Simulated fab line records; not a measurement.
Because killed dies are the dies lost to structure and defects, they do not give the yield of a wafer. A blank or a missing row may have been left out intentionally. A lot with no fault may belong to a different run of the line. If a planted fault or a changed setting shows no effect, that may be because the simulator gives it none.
Split-lot study -- flow n5 finfet -- 21 wafers read from 7 lots, route of 1938 steps

## ON THE SPLIT
At N5_WELL_APT_COAT_02 (resist thk 950 nm), the setting spin rpm was moved away from the recipe's 1357 rpm on 4 of the 21 wafers read, by -11.0% to -6.2%. All remaining wafers had this setting at the recipe value.

The reading is taken at the split's own step.

## THE READING
coat_of_WELL_APT_COAT_02.thk nm (the simulator's own value, which no gauge read), in nm, at N5_WELL_APT_COAT_02 (resist thk 950 nm). No usual value for it is given in the file. Across the 17 wafers here that went through the recipe, the average is 949.9 nm and the standard deviation 1.8 nm.

wafer,"tool, chamber at the split","spin rpm as run, rpm",against the recipe,"coat_of_WELL_APT_COAT_02.thk nm, nm",against lot-mates on the recipe
L076.2,"litho track-03, 0",1357,recipe,945.7,-
L076.5,"litho track-03, 0",1273,-6.2%,977,+29.9
L076.6,"litho track-03, 0",1357,recipe,948.5,-
L077.1,"litho track-03, 0",1357,recipe,948.5,-
L077.5,"litho track-03, 0",1357,recipe,949.2,-
L077.6,"litho track-03, 0",1357,recipe,952,-
L078.3,"litho track-02, 0",1357,recipe,951.9,-
L078.4,"litho track-02, 0",1357,recipe,951.2,-
L078.5,"litho track-02, 0",1357,recipe,952.4,-
L086.3,"litho track-03, 0",1357,recipe,950.9,-
L086.4,"litho track-03, 0",1357,recipe,950.6,-
L086.6,"litho track-03, 0",1208,-11.0%,1009,+58.2
L087.3,"litho track-02, 0",1357,recipe,949.5,-
L087.5,"litho track-02, 0",1357,recipe,948.4,-
L087.6,"litho track-02, 0",1357,recipe,948.8,-
L089.2,"litho track-03, 0",1357,recipe,950,-
L089.4,"litho track-03, 0",1357,recipe,948.5,-
L089.6,"litho track-03, 0",1357,recipe,949.9,-
L096.2,"litho track-04, 0",1357,recipe,953,-
L096.5,"litho track-04, 0",1243,-8.4%,991.6,+38.6
L096.6,"litho track-04, 0",1243,-8.4%,995.5,+42.5

THE FIT
A straight line over all 21 wafers: coat_of_WELL_APT_COAT_02.thk nm changes by -5.18 nm for each +1% of spin rpm; r = -0.99; the points scatter about the line by 2.2 nm.
The same after taking each lot's own level away (the mean of its wafers on the recipe; 21 wafers): -5.03 nm for each +1%; r = -1.00; scatter 1.4 nm.
The reading moves by 55 nm for the largest change in spin rpm, on that fit.
The lots' own levels span 947.10 to 953.00 nm, that is 3.3 times the standard deviation above.
Hence the lot-to-lot level has little effect on the slope; both slopes agree.
Check: +53 nm against its lot-mates is what the line predicts for one of the wafers moved furthest among these (-11.0%) when that wafer is left out of the fit. Against them it came out at +58.2 nm.

## FILE'S OWN FIT
coat_of_WELL_APT_COAT_02.thk nm changes by -5.07 nm for each +1% of spin rpm, r = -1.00.
